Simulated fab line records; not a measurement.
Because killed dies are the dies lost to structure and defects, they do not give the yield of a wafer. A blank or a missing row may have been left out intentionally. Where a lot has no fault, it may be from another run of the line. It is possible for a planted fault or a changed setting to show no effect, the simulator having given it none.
Matching of chambers -- flow n5_finfet -- pecvd-01 running N5_BEOL_M5_ILD_DEP_00: 3 sister chambers
The step deposits SiCOH lowk from DEMS/porogen, target thk 140.64 nm, time 25.9 s. 27 wafers are shown with their chamber, then 12 later ones without.

## EACH WAFER AND ITS CHAMBER
wafer,chamber,throttle_valve_pct (%),heater_power_outer_w (W),heater_power_w (W)
L074.1,0,13.8,133,295
L074.4,0,13.6,138,302
L074.6,1,15.2,178,341
L080.2,0,14.0,146,305
L080.4,0,13.6,147,320
L080.5,1,15.3,186,338
L081.1,1,15.2,188,341
L081.5,1,15.2,185,336
L081.6,2,12.5,112,278
L083.2,0,14.0,144,311
L083.4,2,12.6,156,334
L083.6,0,13.8,147,318
L084.1,1,15.1,137,282
L084.2,0,13.9,111,263
L084.3,2,12.7,111,269
L085.2,1,15.3,192,355
L085.3,2,12.7,113,281
L085.6,2,12.5,120,284
L088.3,1,15.2,177,323
L088.4,0,13.9,115,266
L088.6,1,15.0,177,324
L089.1,0,13.9,137,291
L089.3,1,15.0,145,289
L089.4,2,12.7,151,320
L092.1,2,12.6,148,334
L092.2,0,14.0,101,250
L092.5,1,14.9,173,320

SIGNATURES, as means of the wafers listed above
reading,chamber 0,chamber 1,chamber 2,scatter within a chamber
throttle_valve_pct,13.850,15.140,12.614,0.132
heater_power_outer_w,131.90,173.80,130.14,18.4
heater_power_w,292.10,324.90,300.00,25
Rule: distance of a wafer from a chamber = root of the sum over the readings of ((wafer's reading minus chamber's mean) / reading's scatter) squared. If the next closest chamber is less than 2 further off than the closest, the wafer can't be placed; otherwise it belongs to the closest. How the scatter is found: for the shown wafers, subtract from each reading the mean of its chamber, square and add these, divide the total by (wafers less chambers), then take the root.

## WAFERS MISSING THEIR CHAMBER
wafer,throttle_valve_pct (%),heater_power_outer_w (W),heater_power_w (W)
L093.1,15.2,192,346
L093.3,15.2,195,343
L093.4,12.6,113,280
L094.2,15.1,180,329
L094.3,15.3,180,341
L094.6,15.3,186,339
L096.1,14.9,175,323
L096.4,15.1,186,335
L096.5,15.2,186,331
L097.2,15.3,140,280
L097.4,15.4,146,285
L097.5,14.1,119,270

## CHAMBER TAKEN BY EACH
wafer,from the rows above,in truth
L093.1,1,1
L093.3,1,1
L093.4,2,2
L094.2,1,1
L094.3,1,1
L094.6,1,1
L096.1,1,1
L096.4,1,1
L096.5,1,1
L097.2,1,1
L097.4,1,1
L097.5,0,0
Correct placement for 12 of the 12. Number that these rows cannot place: 0. 0 placed wrongly.
